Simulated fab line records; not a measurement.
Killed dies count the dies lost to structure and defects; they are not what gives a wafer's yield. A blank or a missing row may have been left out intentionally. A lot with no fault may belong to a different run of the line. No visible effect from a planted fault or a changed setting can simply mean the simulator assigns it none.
Which tool was responsible? | flow n5Finfet | 24 lots, 72 wafers sampled, at 5 steps of a route of 1938

## WHAT EACH GAUGE READ, for each wafer
N5_BEOL_M2_INSPECT_59: inspects for defects (darkfield).
lot  | measured     | on               | rawDefectCount
L074 | day 6 21:16  | defectInspect-01 | 68 71 61
L075 | day 7 00:30  | defectInspect-01 | 79 67 58
L076 | day 7 08:52  | defectInspect-02 | 58 72 54
L077 | day 7 14:59  | defectInspect-01 | 113 59 92
L078 | day 7 20:08  | defectInspect-02 | 138 69 65
L079 | day 8 01:34  | defectInspect-01 | 34 34 56
L080 | day 8 04:44  | defectInspect-02 | 105 64 59
L081 | day 8 18:43  | defectInspect-01 | 54 47 69
L082 | day 8 22:43  | defectInspect-02 | 62 66 91
L083 | day 9 09:28  | defectInspect-02 | 55 87 42
L084 | day 9 10:17  | defectInspect-01 | 59 69 54
L085 | day 9 13:32  | defectInspect-01 | 73 83 47
L086 | day 9 15:14  | defectInspect-01 | 80 76 83
L087 | day 10 04:59 | defectInspect-02 | 71 63 72
L088 | day 10 08:59 | defectInspect-01 | 84 90 140
L089 | day 10 16:55 | defectInspect-01 | 85 87 114
L090 | day 10 21:40 | defectInspect-02 | 41 60 48
L091 | day 11 00:41 | defectInspect-02 | 104 79 110
L092 | day 11 09:59 | defectInspect-02 | 78 52 72
L093 | day 11 12:47 | defectInspect-02 | 41 76 40
L094 | day 11 20:02 | defectInspect-01 | 82 79 74
L095 | day 11 23:08 | defectInspect-01 | 66 40 37
L096 | day 12 10:52 | defectInspect-02 | 46 89 46
L097 | day 12 13:28 | defectInspect-02 | 61 85 67

N5_BEOL_M3_CD_MEAS_11 targets a cd of 17.05 nm.
lot  | measured     | on       | cdNm (nm)
L074 | day 6 21:56  | cdSem-02 | 17.04 17.18 17.16
L075 | day 7 01:13  | cdSem-01 | 17.10 17.12 17.26
L076 | day 7 10:34  | cdSem-01 | 17.34 16.85 17.25
L077 | day 7 15:56  | cdSem-03 | 17.13 17.45 16.81
L078 | day 7 21:56  | cdSem-01 | 17.31 16.68 16.87
L079 | day 8 04:02  | cdSem-03 | 17.35 17.60 17.29
L080 | day 8 07:03  | cdSem-01 | 17.20 16.92 17.19
L081 | day 8 19:48  | cdSem-01 | 17.20 17.27 16.71
L082 | day 8 23:31  | cdSem-02 | 17.43 17.29 17.25
L083 | day 9 11:38  | cdSem-01 | 17.30 17.25 17.38
L084 | day 9 12:02  | cdSem-01 | 17.20 17.39 17.49
L085 | day 9 14:27  | cdSem-02 | 16.87 16.88 17.16
L086 | day 9 17:08  | cdSem-01 | 16.77 16.72 16.86
L087 | day 10 05:52 | cdSem-01 | 17.30 17.05 17.14
L088 | day 10 11:20 | cdSem-01 | 17.55 16.79 16.99
L089 | day 10 17:55 | cdSem-02 | 16.57 16.90 16.79
L090 | day 10 23:14 | cdSem-03 | 16.80 16.98 17.35
L091 | day 11 01:25 | cdSem-03 | 16.76 17.08 17.22
L092 | day 11 11:01 | cdSem-01 | 17.27 17.47 17.14
L093 | day 11 13:25 | cdSem-03 | 16.81 17.09 16.61
L094 | day 11 21:01 | cdSem-03 | 16.95 17.21 17.39
L095 | day 12 01:32 | cdSem-03 | 17.13 17.29 16.46
L096 | day 12 11:28 | cdSem-01 | 17.25 17.16 17.58
L097 | day 12 14:32 | cdSem-03 | 17.35 16.99 17.39

## TOOL THAT RAN EACH LOT (tool first, then ch and the chambers of the sampled wafers, then the start)
lot  | N5_BEOL_M2_SPUTTER_81       | N5_BEOL_M2_SPUTTER_88       | N5_BEOL_M2_PRE_CLEAN_60
L074 | pvdSputter-01, day 6 18:53  | pvdSputter-01, day 6 19:19  | cvdCo-01 ch 0,1,2, day 6 21:01
L075 | pvdSputter-03, day 6 22:04  | pvdSputter-03, day 6 22:31  | cvdCo-01 ch 1,2, day 7 00:13
L076 | pvdSputter-02, day 7 06:29  | pvdSputter-02, day 7 06:55  | cvdCo-01 ch 0,1, day 7 08:37
L077 | pvdSputter-02, day 7 12:32  | pvdSputter-02, day 7 12:59  | cvdCo-01 ch 1,2, day 7 14:42
L078 | pvdSputter-03, day 7 17:44  | pvdSputter-03, day 7 18:10  | cvdCo-01 ch 0,1, day 7 19:53
L079 | pvdSputter-01, day 7 23:11  | pvdSputter-01, day 7 23:37  | cvdCo-01 ch 1,2, day 8 01:20
L080 | pvdSputter-02, day 8 02:19  | pvdSputter-02, day 8 02:45  | cvdCo-02 ch 0,2, day 8 04:29
L081 | pvdSputter-02, day 8 16:18  | pvdSputter-02, day 8 16:44  | cvdCo-01 ch 0,1,2, day 8 18:28
L082 | pvdSputter-02, day 8 20:17  | pvdSputter-02, day 8 20:43  | cvdCo-02 ch 0,2, day 8 22:28
L083 | pvdSputter-01, day 9 07:04  | pvdSputter-01, day 9 07:31  | cvdCo-02 ch 0,1,2, day 9 09:13
L084 | pvdSputter-02, day 9 07:45  | pvdSputter-02, day 9 08:11  | cvdCo-01 ch 0,1, day 9 09:59
L085 | pvdSputter-01, day 9 10:39  | pvdSputter-01, day 9 11:05  | cvdCo-01 ch 0,1, day 9 13:16
L086 | pvdSputter-02, day 9 12:39  | pvdSputter-02, day 9 13:05  | cvdCo-01 ch 0,2, day 9 14:59
L087 | pvdSputter-01, day 10 02:33 | pvdSputter-01, day 10 02:59 | cvdCo-02 ch 0,1,2, day 10 04:44
L088 | pvdSputter-01, day 10 06:25 | pvdSputter-01, day 10 06:51 | cvdCo-02 ch 1,2, day 10 08:42
L089 | pvdSputter-01, day 10 14:32 | pvdSputter-01, day 10 14:58 | cvdCo-02 ch 0,1, day 10 16:40
L090 | pvdSputter-01, day 10 19:14 | pvdSputter-01, day 10 19:40 | cvdCo-01 ch 0,1,2, day 10 21:25
L091 | pvdSputter-02, day 10 22:16 | pvdSputter-02, day 10 22:43 | cvdCo-02 ch 0,2, day 11 00:25
L092 | pvdSputter-03, day 11 07:35 | pvdSputter-03, day 11 08:02 | cvdCo-02 ch 0,1,2, day 11 09:44
L093 | pvdSputter-02, day 11 10:22 | pvdSputter-02, day 11 10:49 | cvdCo-01 ch 0,1, day 11 12:31
L094 | pvdSputter-02, day 11 17:38 | pvdSputter-02, day 11 18:04 | cvdCo-02 ch 0,1,2, day 11 19:47
L095 | pvdSputter-03, day 11 20:29 | pvdSputter-03, day 11 20:56 | cvdCo-01 ch 0,2, day 11 22:53
L096 | pvdSputter-02, day 12 08:17 | pvdSputter-02, day 12 08:43 | cvdCo-02 ch 0,1, day 12 10:37
L097 | pvdSputter-01, day 12 11:04 | pvdSputter-01, day 12 11:31 | cvdCo-02 ch 1,2, day 12 13:13
- N5_BEOL_M2_SPUTTER_81: material Cu, target thk 4.5 nm, time 8.29 s.
- N5_BEOL_M2_SPUTTER_88: material Cu, target thk 4.5 nm, time 8.29 s.
- N5_BEOL_M2_PRE_CLEAN_60: time 15 s.

## AS READ BY THE TOOLS THEMSELVES (means over the sampled wafers that have a number; for cases with no such wafer, the mark the record gives instead)
N5_BEOL_M2_SPUTTER_81.
lot  | tool          | susceptorTempC (C) | throttleValvePct (%)
L074 | pvdSputter-01 | -19.83             | 30.3
L075 | pvdSputter-03 | -20.04             | 29.8
L076 | pvdSputter-02 | -19.99             | 30.3
L077 | pvdSputter-02 | -19.91             | 30.5
L078 | pvdSputter-03 | -20.02             | 30.6
L079 | pvdSputter-01 | -19.94             | 30.2
L080 | pvdSputter-02 | -20.04             | 30.6
L081 | pvdSputter-02 | -19.89             | 29.5
L082 | pvdSputter-02 | -19.95             | 29.7
L083 | pvdSputter-01 | -19.99             | 29.5
L084 | pvdSputter-02 | -19.96             | 28.9
L085 | pvdSputter-01 | -19.98             | 29.9
L086 | pvdSputter-02 | -19.95             | 30.5
L087 | pvdSputter-01 | -20.02             | 29.8
L088 | pvdSputter-01 | -19.90             | 30.5
L089 | pvdSputter-01 | -19.94             | 30.1
L090 | pvdSputter-01 | -19.99             | 29.7
L091 | pvdSputter-02 | -20.03             | 30.2
L092 | pvdSputter-03 | -19.99             | 30.9
L093 | pvdSputter-02 | -19.99             | 29.5
L094 | pvdSputter-02 | -20.04             | 29.5
L095 | pvdSputter-03 | -19.95             | 29.7
L096 | pvdSputter-02 | -20.00             | 29.8
L097 | pvdSputter-01 | -19.95             | 29.7

N5_BEOL_M2_SPUTTER_88.
lot  | tool          | susceptorTempC (C) | throttleValvePct (%)
L074 | pvdSputter-01 | -19.99             | 30.3
L075 | pvdSputter-03 | -19.98             | 29.9
L076 | pvdSputter-02 | -20.06             | 30.2
L077 | pvdSputter-02 | -20.03             | 30.5
L078 | pvdSputter-03 | -20.01             | 30.5
L079 | pvdSputter-01 | -19.92             | 30.3
L080 | pvdSputter-02 | -19.92             | 30.6
L081 | pvdSputter-02 | -20.06             | 29.5
L082 | pvdSputter-02 | -19.97             | 29.9
L083 | pvdSputter-01 | -20.08             | 29.5
L084 | pvdSputter-02 | -19.89             | 29.0
L085 | pvdSputter-01 | -20.08             | 29.9
L086 | pvdSputter-02 | -20.03             | 30.5
L087 | pvdSputter-01 | -20.00             | 29.8
L088 | pvdSputter-01 | -20.04             | 30.4
L089 | pvdSputter-01 | -19.97             | 30.0
L090 | pvdSputter-01 | -19.90             | 29.7
L091 | pvdSputter-02 | -19.99             | 30.2
L092 | pvdSputter-03 | -19.97             | 30.8
L093 | pvdSputter-02 | -19.99             | 29.7
L094 | pvdSputter-02 | -19.93             | 29.4
L095 | pvdSputter-03 | -19.99             | 29.5
L096 | pvdSputter-02 | -19.91             | 29.9
L097 | pvdSputter-01 | -20.03             | 29.6

N5_BEOL_M2_PRE_CLEAN_60.
lot  | tool     | heaterPowerW (W)
L074 | cvdCo-01 | 94
L075 | cvdCo-01 | 107
L076 | cvdCo-01 | 108
L077 | cvdCo-01 | 93
L078 | cvdCo-01 | 109
L079 | cvdCo-01 | 106
L080 | cvdCo-02 | 84
L081 | cvdCo-01 | 96
L082 | cvdCo-02 | 84
L083 | cvdCo-02 | 76
L084 | cvdCo-01 | 108
L085 | cvdCo-01 | 96
L086 | cvdCo-01 | 84
L087 | cvdCo-02 | 76
L088 | cvdCo-02 | 72
L089 | cvdCo-02 | 71
L090 | cvdCo-01 | 96
L091 | cvdCo-02 | 84
L092 | cvdCo-02 | 75
L093 | cvdCo-01 | 99
L094 | cvdCo-02 | 77
L095 | cvdCo-01 | 84
L096 | cvdCo-02 | 70
L097 | cvdCo-02 | 83

## THE ANSWER, worked out from the rows above alone
Rule: usual is defined by the lots themselves. Put in order of their means at a reading, lots are off if they are a third of the lots or fewer, leave a main group of 4 or more, and stand apart from it by a gap of 3 or more times the standard deviation of the main group's means; of several such gaps the widest counts. If all means in a main group match to the digits the tables above print for the reading, that group is not used. A lot without any number at a reading at which 4 lots or more have one is off too. Any other lot the step has rows for is counted as sound. The gauges are gone through in route order, then the tools' own readings, and for those a lot's mean is taken as printed above. At the first step where some lot is off, the reading lying furthest off is the one used; lots without a number count as furthest.
Across all readings shown, no lot is off: no conclusion can be drawn from this.

## WHAT WAS PUT IN BY THE SIMULATOR
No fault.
